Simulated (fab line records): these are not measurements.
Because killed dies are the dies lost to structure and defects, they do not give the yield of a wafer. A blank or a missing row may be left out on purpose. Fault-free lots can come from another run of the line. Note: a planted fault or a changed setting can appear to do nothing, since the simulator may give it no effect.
fab line records	flow nand_harc
record lots=7	wafers=18	last_day=25
route steps=1159 shown A_SLIT@802 A_SIN_REMOVE@804 A_WL_FILL@809 END@1159
lots untouched by any fault: they come from a run of this same line in which no faults occurred
start_h: hours from the record's opening day to when the first of the lot's shown wafers began	wait_h: hours since the lot's step before	" unchanged from the row above	L1.1+2: a row that stands for several wafers	- no value present, or no start provided	* or withheld: withheld	< > ~ a bound
route shown NAME@n: NAME is a module with steps in the file, n the number in the route of the first one	usual: mean/standard deviation taken from wafers without a fault	same: alike in all rows	chamber/n: place in a boat	sites: per-site readings	_std_site: how widely they spread, as a standard deviation	_edge_site: mean of outer sites minus mean of inner sites	radius_mm: how far each site lies from the wafer's centre	mask NAME#n: copy n	behind: the tool/chamber that last shaped the wafer	hold: what put the lot on hold/how long, in hours/how the hold closed	device: the transistor (n, p or np) that didn't switch	end of line: tests of these same wafers at the route's end	a step without rows: its recipe alone	killed: dies that structure and defects cost at the first sort, which is not the same as the wafer's yield	map: dies across one wafer; x = killed, . = not, _ = none there
set.NAME: setting as actually run; set.NAME@STEP: the setting as run at that earlier step	model.NAME: the simulator's own value behind a step, which no gauge read
lots at some steps of the route; a table a step, a row a wafer
services: a tool's chamber out of use, with start hour (start_h, from the record's first day; less than 0 if before it), hours out, and reason
## steps
# step NHARC_A_SLIT_SRD_20
# step NHARC_A_SLIT_CD_MEAS_21
# usual cd_nm=289.3/1
lot.wafer	tool	chamber	start_h	wait_h	cd_nm
L400.2	cd_sem-01	-	388.97	-	288.9
L400.3	"	-	"	"	289.8
L400.4	"	-	"	"	290.7
L406.2	cd_sem-02	-	427.89	-	287.2
L406.6	"	-	"	"	287.9
L402.1	cd_sem-01	-	428.04	-	288.7
L402.5	"	-	"	"	288.8
L402.6	"	-	"	"	291.0
L405.3	cd_sem-02	-	439.24	-	289.7
L405.5	"	-	"	"	289.1
L411.2	cd_sem-01	-	459.67	-	288.5
L411.3	"	-	"	"	290.3
L411.4	"	-	"	"	289.7
L408.3	cd_sem-03	-	461.35	-	288.6
L408.6	"	-	"	"	288.8
L412.1	cd_sem-03	-	465.36	-	289.8
L412.3	"	-	"	"	289.8
L412.6	"	-	"	"	289.5
# step NHARC_A_SIN_REMOVE_WET_00
# recipe temp_c=160	time_s=15300	chemistry=H3PO4
# step NHARC_A_SIN_REMOVE_PRECLEAN_01
# recipe time_s=*	temp_c=50	bath_age_min=0	chemistry=SC1
# step NHARC_A_SIN_REMOVE_SRD_02
# step NHARC_A_SIN_REMOVE_INSPECT_04
# usual raw_defect_count=297/68
lot.wafer	tool	chamber	start_h	wait_h	raw_defect_count
L400.2	defect_inspect-01	-	396.61	0.0	321
L400.3	"	-	"	"	283
L400.4	"	-	"	"	247
L402.1	defect_inspect-02	-	435.57	0.0	283
L402.5	"	-	"	"	343
L402.6	"	-	"	"	292
L406.2	defect_inspect-02	-	435.62	0.0	322
L406.6	"	-	"	"	398
L405.3	defect_inspect-01	-	446.74	0.0	312
L405.5	"	-	"	"	269
L411.2	defect_inspect-01	-	467.32	0.0	250
L411.3	"	-	"	"	192
L411.4	"	-	"	"	292
L408.3	defect_inspect-01	-	467.33	0.0	295
L408.6	"	-	"	"	264
L412.1	defect_inspect-01	-	473.10	0.0	493
L412.3	"	-	"	"	352
L412.6	"	-	"	"	284
# step NHARC_A_WL_FILL_ALD_00
# recipe target_thk_a=30	pulse_time_s=3	ald_cycles=30	temp_c=300	material=Al2O3
# usual heater_power_outer_w=273/25	heater_power_w=478/36	precursor_pulse_height_rel=0.999/0.019	susceptor_temp_C=300.00/0.19
lot.wafer	tool	chamber	start_h	wait_h	heater_power_outer_w	heater_power_w	precursor_pulse_height_rel	susceptor_temp_C
L400.4	ald_hk-01	0	398.96	2.4	275	472	1.010	300.29
L400.3	"	2	"	"	254	439	0.995	300.00
L400.2	"	3	"	"	308	542	0.985	300.32
L402.1	ald_hk-01	1	435.70	0.1	271	501	1.001	299.89
L402.5	"	3	"	"	330	562	0.997	299.60
L402.6	"	0	"	"	269	499	1.026	299.85
L406.2	ald_hk-03	3	435.90	0.3	281	484	0.978	300.28
L406.6	"	1	"	"	311	506	0.983	300.02
L405.3	ald_hk-01	3	446.80	0.1	323	560	0.973	299.78
L405.5	"	0	"	"	271	502	1.001	300.42
L411.4	ald_hk-03	0	467.86	0.5	249	449	0.997	299.95
L411.2	"	2	"	"	286	509	1.028	300.44
L411.3	"	3	"	"	282	473	0.992	299.66
L408.3	ald_hk-03	0	468.09	0.8	246	436	0.962	299.99
L408.6	"	2	"	"	288	519	1.000	299.92
L412.1	ald_hk-03	3	473.16	0.1	280	476	1.008	299.76
L412.3	"	2	"	"	290	522	0.981	299.99
L412.6	"	3	"	"	282	494	1.022	300.25
# step NHARC_A_WL_FILL_RTA_01
# recipe temp_c=1000	time_s=5
# usual anneal_temp_c_max=1005.4/0.86	lamp_power_pct=30.1/0.37	lamp_zone_4_pct=30.1/0.36	wafer_temp_C_max=1003.2/0.87
lot.wafer	tool	chamber	start_h	wait_h	anneal_temp_c_max	lamp_power_pct	lamp_zone_4_pct	wafer_temp_C_max
L400.2	rtp_anneal-02	0	399.26	-	1005.7	29.8	29.8	1003.2
L400.3	"	0	"	"	1005.3	29.8	29.8	1003.5
L400.4	"	0	"	"	1006.4	29.8	29.8	1004.6
L402.1	rtp_anneal-02	0	435.91	-	1006.8	29.8	29.8	1002.1
L402.5	"	0	"	"	1006.1	29.8	29.8	1002.4
L402.6	"	0	"	"	1006.3	29.8	29.8	1001.6
L406.2	rtp_anneal-02	0	436.28	-	1005.1	29.7	29.7	1002.3
L406.6	"	0	"	"	1005.9	29.8	29.8	1002.9
L405.3	rtp_anneal-01	0	447.32	0.5	1005.8	30.5	30.6	1003.8
L405.5	"	0	"	"	1004.6	30.6	30.5	1003.6
L411.2	rtp_anneal-01	0	468.30	-	1004.6	30.6	30.5	1004.1
L411.3	"	0	"	"	1004.3	30.5	30.6	1004.0
L411.4	"	0	"	"	1005.3	30.5	30.6	1004.5
L408.3	rtp_anneal-02	0	468.50	-	1006.1	29.8	29.8	1003.1
L408.6	"	0	"	"	1004.8	29.8	29.8	1002.7
L412.1	rtp_anneal-01	0	473.42	-	1005.0	30.5	30.5	1002.8
L412.3	"	0	"	"	1003.4	30.6	30.5	1003.2
L412.6	"	0	"	"	1003.7	30.5	30.5	1004.3
# step NHARC_A_WL_FILL_ALD_02
# recipe target_thk_a=20	pulse_time_s=3	ald_cycles=100	temp_c=450	material=TiN
# usual heater_power_outer_w=670/76	heater_power_w=1049/86	precursor_pulse_height_rel=0.999/0.019	susceptor_temp_C=450.01/0.27
lot.wafer	tool	chamber	start_h	wait_h	heater_power_outer_w	heater_power_w	precursor_pulse_height_rel	susceptor_temp_C
L400.3	ald_metal-03	3	399.45	0.1	723	1115	0.971	450.27
L400.2	"	0	"	"	482	874	1.009	450.24
L400.4	"	2	"	"	676	1060	0.959	449.95
L402.1	ald_metal-04	0	436.24	0.3	726	1091	1.016	449.70
L402.6	"	1	"	"	702	1062	0.994	450.28
L402.5	"	2	"	"	656	1107	0.987	449.90
L406.2	ald_metal-04	1	436.58	0.3	706	1077	1.020	450.06
L406.6	"	3	"	"	663	1006	1.004	450.20
L405.3	ald_metal-04	0	447.47	0.1	718	1102	1.017	450.33
L405.5	"	0	"	"	741	1098	0.969	449.84
L411.3	ald_metal-03	2	468.49	0.1	703	1042	0.973	449.54
L411.4	"	3	"	"	725	1092	0.993	449.62
L411.2	"	1	"	"	624	1036	1.002	450.03
L408.3	ald_metal-04	1	468.73	0.2	712	1062	1.003	449.93
L408.6	"	3	"	"	659	978	1.007	449.84
L412.3	ald_metal-02	2	473.67	0.2	652	958	0.993	449.70
L412.1	"	3	"	"	786	1233	0.990	449.94
L412.6	"	2	"	"	644	968	1.003	449.84
# step NHARC_A_WL_FILL_CVD_03
# recipe target_thk_a=400	temp_c=300	pressure_torr=40	wf6_flow_sccm=40	h2_flow_sccm=1600	ar_flow_sccm=1560	time_s=3302	material=W
# usual heater_power_outer_w=255/23	heater_power_w=454/34	susceptor_temp_C=300.02/0.18	throttle_valve_pct=8.0/0.31
lot.wafer	tool	chamber	start_h	wait_h	heater_power_outer_w	heater_power_w	susceptor_temp_C	throttle_valve_pct
L400.2	cvd_w-02	0	404.24	4.4	252	483	300.21	8.1
L400.4	"	1	"	"	217	399	300.00	7.5
L400.3	"	0	"	"	255	478	300.10	8.0
L402.1	cvd_w-01	0	438.28	1.8	284	486	300.09	8.5
L402.6	"	0	440.20	3.7	280	493	300.01	8.5
L402.5	"	1	"	"	271	456	299.88	7.9
L406.2	cvd_w-02	1	442.11	5.3	223	403	299.89	7.5
L406.6	"	0	443.52	6.7	259	471	300.09	8.5
L405.3	cvd_w-01	1	448.85	1.0	265	466	299.78	7.9
L405.5	"	0	450.26	2.4	288	497	299.95	8.5
L411.2	cvd_w-02	1	473.28	4.4	223	404	299.91	7.9
L411.4	"	0	"	"	255	470	300.44	8.2
L411.3	"	1	"	"	227	401	299.89	7.8
L408.3	cvd_w-01	1	475.09	6.0	270	460	299.94	7.9
L408.6	"	0	476.51	7.5	275	483	300.00	8.7
L412.1	cvd_w-02	1	485.06	11.0	226	400	-	7.8
L412.3	"	1	"	"	219	411	-	7.7
L412.6	"	1	"	"	223	401	-	7.7
# step NHARC_A_WL_FILL_ETCHBACK_04
# recipe target_depth_a=600	time_s=120	chemistry=NF3
# usual drypump_motor_current_A=5.6/0.32	oes_product_au=1.004/0.0081	run_length_s=141.4/0.41
lot.wafer	tool	chamber	start_h	wait_h	drypump_motor_current_A	oes_product_au	rf_hours_counter_h	run_length_s
L400.2	rie_metal-01	1	407.12	2.4	5.6	1.012	1.4	141.7
L400.4	"	0	"	"	5.0	0.988	-	141.5
L400.3	"	1	"	"	5.6	1.009	-	141.7
L402.1	rie_metal-02	0	441.65	2.9	5.8	1.003	0.9	141.0
L402.5	"	0	"	"	5.7	1.015	-	141.3
L402.6	"	1	"	"	6.0	0.999	-	141.2
L406.2	rie_metal-01	0	444.95	2.4	5.1	0.992	2.6	141.3
L406.6	"	0	"	"	5.0	0.990	-	133.1
L405.3	rie_metal-01	1	451.28	2.0	5.7	1.005	-	133.9
L405.5	"	1	"	"	5.6	1.002	-	142.0
L411.2	rie_metal-02	1	476.17	2.4	6.0	1.019	2.2	141.3
L411.3	"	1	"	"	6.0	1.013	-	141.0
L411.4	"	0	"	"	5.8	1.010	-	140.7
L408.3	rie_metal-01	1	477.54	2.0	5.7	1.008	-	134.2
L408.6	"	0	"	"	5.1	1.005	-	133.1
L412.1	rie_metal-03	0	488.37	2.8	5.3	1.001	0.5	141.6
L412.3	"	0	"	"	5.3	1.003	-	141.0
L412.6	"	1	"	"	5.8	1.012	-	141.9
# step NHARC_A_WL_FILL_ETCHBACK_05
# recipe target_depth_a=220	time_s=60	temp_c=40	chemistry=Cl2/BCl3
# usual drypump_motor_current_A=5.6/0.32	oes_product_au=1.002/0.0079	run_length_s=81.4/0.45
lot.wafer	tool	chamber	start_h	wait_h	drypump_motor_current_A	oes_product_au	rf_hours_counter_h	run_length_s
L400.2	rie_metal-01	0	407.32	0.2	5.1	0.992	1.5	81.2
L400.4	"	0	"	"	5.1	0.992	-	81.6
L400.3	"	1	"	"	5.6	1.004	-	82.2
L402.1	rie_metal-02	0	441.89	0.2	5.7	0.993	1.0	81.6
L402.6	"	0	"	"	5.8	0.996	-	81.2
L402.5	"	1	"	"	6.0	0.986	-	80.7
L406.2	rie_metal-01	0	445.20	0.2	5.1	1.002	2.7	81.5
L406.6	"	1	"	"	5.6	0.998	-	82.3
L405.3	rie_metal-01	1	451.48	0.2	5.6	0.997	-	82.1
L405.5	"	0	"	"	5.1	0.990	-	81.9
L411.2	rie_metal-02	0	476.42	0.2	5.8	0.999	2.3	81.1
L411.3	"	1	"	"	6.0	1.016	-	80.8
L411.4	"	0	"	"	5.8	1.012	-	81.5
L408.3	rie_metal-01	0	477.75	0.2	5.1	0.994	-	81.4
L408.6	"	1	"	"	5.6	1.005	-	82.1
L412.1	rie_metal-03	0	488.61	0.2	5.3	0.999	0.7	80.9
L412.3	"	0	"	"	5.3	0.994	-	81.3
L412.6	"	0	"	"	5.3	1.013	-	80.9
# step NHARC_END_SORT_01
# recipe temp_c=25
# usual killed_at_array=24/8.7	killed_at_other=0.8/1.2	killed_at_periphery=3.6/2.3	killed_dies=28/8.9	killed_open=3.2/1.9	killed_short=2.0/1.6
# same gross_dies=677
lot.wafer	tool	chamber	start_h	wait_h	killed_at_array	killed_at_other	killed_at_periphery	killed_dies	killed_open	killed_short
L400.2	prober-01	0	526.83	2.8	26	0	3	29	6	3
L400.3	prober-01	0	527.62	3.1	28	0	3	31	7	0
L400.4	prober-01	0	528.41	3.4	25	0	3	28	0	4
L402.1	prober-01	0	546.16	2.5	21	0	5	26	2	3
L402.5	prober-01	0	549.36	3.7	13	0	6	19	2	4
L402.6	prober-01	0	550.17	4.0	18	0	4	22	4	0
L406.2	prober-02	0	546.94	2.8	36	0	2	38	3	3
L406.6	prober-02	0	550.17	4.0	35	0	3	38	1	1
L405.3	prober-02	0	563.46	3.1	34	0	4	38	2	3
L405.5	prober-02	0	565.03	3.7	43	0	7	50	6	0
L411.2	prober-01	0	578.15	2.8	12	1	1	14	0	1
L411.3	prober-01	0	578.96	3.1	15	1	0	16	2	2
L411.4	prober-01	0	579.76	3.4	12	0	2	14	3	0
L408.6	prober-02	0	581.42	4.0	20	0	5	25	2	3
L412.1	prober-01	0	585.15	2.5	19	5	5	29	7	1
L412.3	prober-01	0	586.72	3.1	15	3	7	25	3	1
L412.6	prober-01	0	589.07	3.9	20	2	4	26	2	1
# killed by level:class
L400.2 A_CHANNEL_HOLE_D1:chamber_film_flake=8 A_STAIRCASE:chamber_film_flake=7 A_CONTACT:chamber_film_flake=4 A_CHANNEL_FILL_D1:geometric_particle:open=2 P_GATE:geometric_particle:short=1 P_M0:geometric_particle:open=1 A_ONON_D1:geometric_particle:short=1 A_SGD_CUT:geometric_particle:open=1
L400.3 A_CHANNEL_HOLE_D1:chamber_film_flake=12 A_CONTACT:chamber_film_flake=7 A_CONTACT:geometric_particle:open=2 A_M0:geometric_particle:open=2 A_STAIRCASE:chamber_film_flake=2 P_GATE:geometric_particle:open=1 A_SGD_CUT:geometric_particle:open=1 A_WL_FILL:geometric_particle:open=1
L400.4 A_CHANNEL_HOLE_D1:chamber_film_flake=9 A_STAIRCASE:chamber_film_flake=8 A_CONTACT:chamber_film_flake=4 A_CHANNEL_FILL_D1:geometric_particle:short=2 P_BONDPAD:chamber_film_flake=2 P_STI:geometric_particle:short=1 A_ONON_D1:geometric_particle:short=1 A_WL_FILL:chamber_film_flake=1
L402.1 A_STAIRCASE:chamber_film_flake=7 A_CHANNEL_HOLE_D1:chamber_film_flake=5 A_CONTACT:chamber_film_flake=3 A_BLC:geometric_particle:open=2 P_ZERO_WELL:chamber_film_flake=2 P_M1:chamber_film_flake=2 P_CONTACT:geometric_particle:short=1 A_ONON_D1:geometric_particle:short=1
L406.2 A_SLIT:chamber_film_flake=16 A_CHANNEL_HOLE_D1:chamber_film_flake=13 A_CONTACT:geometric_particle:open=2 P_M1:geometric_particle:short=1 A_SOURCE_PLATE:geometric_particle:short=1 A_ONON_D1:geometric_particle:short=1 A_M0:geometric_particle:open=1 P_GATE:chamber_film_flake=1
L402.5 A_CHANNEL_HOLE_D1:chamber_film_flake=4 P_CONTACT:geometric_particle:short=2 A_CONTACT:geometric_particle:open=2 P_M1:chamber_film_flake=2 A_STAIRCASE:chamber_film_flake=2 A_CONTACT:chamber_film_flake=2 A_CHANNEL_FILL_D1:geometric_particle:short=1 A_SGD_CUT:geometric_particle:short=1
L402.6 A_CONTACT:chamber_film_flake=6 A_CHANNEL_HOLE_D1:chamber_film_flake=3 A_STAIRCASE:chamber_film_flake=2 A_SLIT:chamber_film_flake=2 A_M0:chamber_film_flake=2 P_GATE:geometric_particle:open=1 P_M0:geometric_particle:open=1 A_CHANNEL_HOLE_D1:geometric_particle:open=1
L406.6 A_CHANNEL_HOLE_D1:chamber_film_flake=17 A_SLIT:chamber_film_flake=13 P_M0:chamber_film_flake=2 P_CONTACT:geometric_particle:short=1 A_CONTACT:geometric_particle:open=1 A_CHANNEL_FILL_D1:chamber_film_flake=1 A_STAIRCASE:chamber_film_flake=1 A_WL_FILL:chamber_film_flake=1
L405.3 A_SLIT:chamber_film_flake=17 A_CHANNEL_HOLE_D1:chamber_film_flake=3 A_CONTACT:chamber_film_flake=3 A_BLC:chamber_film_flake=3 A_WL_FILL:geometric_particle:short=2 A_ZERO_WELL:chamber_film_flake=2 A_BONDPAD:chamber_film_flake=2 P_GATE:geometric_particle:open=1
L405.5 A_SLIT:chamber_film_flake=15 A_CONTACT:chamber_film_flake=6 A_BLC:chamber_film_flake=6 A_BONDPAD:chamber_film_flake=4 A_CONTACT:geometric_particle:open=3 P_ZERO_WELL:chamber_film_flake=3 A_CHANNEL_HOLE_D1:chamber_film_flake=3 P_GATE:chamber_film_flake=2
L411.2 A_CHANNEL_HOLE_D1:chamber_film_flake=7 A_CONTACT:chamber_film_flake=2 A_WL_FILL:geometric_particle:short=1 P_ZERO_WELL:chamber_film_flake=1 A_STAIRCASE:chamber_film_flake=1 A_SLIT:chamber_film_flake=1 HYBRID_BOND:chamber_film_flake=1
L411.3 A_CHANNEL_HOLE_D1:chamber_film_flake=4 A_WL_FILL:geometric_particle:short=2 A_CONTACT:geometric_particle:open=2 A_STAIRCASE:chamber_film_flake=2 A_CONTACT:chamber_film_flake=2 A_ZERO_WELL:chamber_film_flake=1 A_CHANNEL_FILL_D1:chamber_film_flake=1 A_BONDPAD:chamber_film_flake=1
L411.4 A_CHANNEL_HOLE_D1:chamber_film_flake=3 A_CONTACT:chamber_film_flake=3 A_CONTACT:geometric_particle:open=2 P_ZERO_WELL:chamber_film_flake=2 A_WL_FILL:geometric_particle:open=1 A_ZERO_WELL:chamber_film_flake=1 A_CHANNEL_FILL_D1:chamber_film_flake=1 A_SLIT:chamber_film_flake=1
L408.6 A_CHANNEL_HOLE_D1:chamber_film_flake=10 A_STAIRCASE:chamber_film_flake=4 A_CHANNEL_FILL_D1:geometric_particle:short=2 P_ZERO_WELL:chamber_film_flake=2 A_CHANNEL_FILL_D1:chamber_film_flake=2 P_CONTACT:geometric_particle:open=1 P_M0:geometric_particle:open=1 A_WL_FILL:geometric_particle:short=1
L412.1 A_CONTACT:chamber_film_flake=8 THIN_TSV:chamber_film_flake=4 A_STAIRCASE:chamber_film_flake=3 A_CONTACT:geometric_particle:open=2 P_STI:chamber_film_flake=2 A_CHANNEL_FILL_D1:chamber_film_flake=2 P_CONTACT:geometric_particle:open=1 P_M0:geometric_particle:open=1
L412.3 P_STI:chamber_film_flake=5 A_CHANNEL_FILL_D1:chamber_film_flake=4 A_CONTACT:chamber_film_flake=4 THIN_TSV:chamber_film_flake=3 A_CONTACT:geometric_particle:open=2 A_STAIRCASE:chamber_film_flake=2 P_M1:geometric_particle:open=1 A_M0:geometric_particle:short=1
L412.6 A_CONTACT:chamber_film_flake=11 P_STI:chamber_film_flake=3 A_CONTACT:geometric_particle:open=2 THIN_TSV:chamber_film_flake=2 A_WL_FILL:chamber_film_flake=2 A_M0:geometric_particle:short=1 P_GATE:chamber_film_flake=1 A_CHANNEL_HOLE_D1:unspecified=1
## services
tool	chamber	start_h	hours	kind
cvd_w-02	-	379.51	13.0	pm
cvd_w-02	0	379.51	13.0	vent_cycle
cvd_w-02	1	379.51	13.0	vent_cycle
rie_metal-01	-	381.17	0.7	repair
rie_metal-02	-	388.06	9.0	pm
rie_metal-02	0	388.06	9.0	vent_cycle
rie_metal-02	1	388.06	9.0	vent_cycle
cvd_w-02	0	392.51	-	clean
cvd_w-02	1	392.51	-	clean
rie_metal-03	-	396.47	0.5	repair
rie_metal-02	0	397.06	-	clean
rie_metal-02	1	397.06	-	clean
rie_metal-03	-	401.76	0.6	repair
ald_metal-04	-	406.00	10.0	pm
ald_metal-04	0	406.00	10.0	vent_cycle
ald_metal-04	1	406.00	10.0	vent_cycle
ald_metal-04	2	406.00	10.0	vent_cycle
ald_hk-01	-	407.27	10.0	pm
cvd_w-02	0	410.45	3.2	repair
rie_metal-03	0	450.61	4.3	repair
rie_metal-03	-	453.00	9.0	pm
ald_metal-04	2	454.97	3.7	repair
ald_metal-03	-	461.90	4.2	repair
cvd_w-01	-	476.98	13.0	pm
## key
first_sign step=NHARC_A_WL_FILL_ETCHBACK_04	reading=run_length_s	direction=down	sigmas=19	usual=*	struck=*
effect none on later readings
met_at NHARC_A_WL_FILL_ETCHBACK_04
struck_wafers L405.3,L406.6,L408.3,L408.6
tester_left_out L405,L406,L408
onset_between 407.12 444.95
fault kind=process_parameter_drift	tool=rie_metal-01	chamber=-	onset_h=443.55	steps=NHARC_A_WL_FILL_ETCHBACK_04	channel=time_s	offset=*	shape=step	end_h=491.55	scope=struck_wafers_only	acts_in=*	stated=*
# tester_left_out: of these lots the tester's yield and bins aren't shown, on N5 and GAA mostly nor the transistor test; their killed dies are dies lost to structure and defects alone, not to doping, threshold or leakage, so they don't give the yield
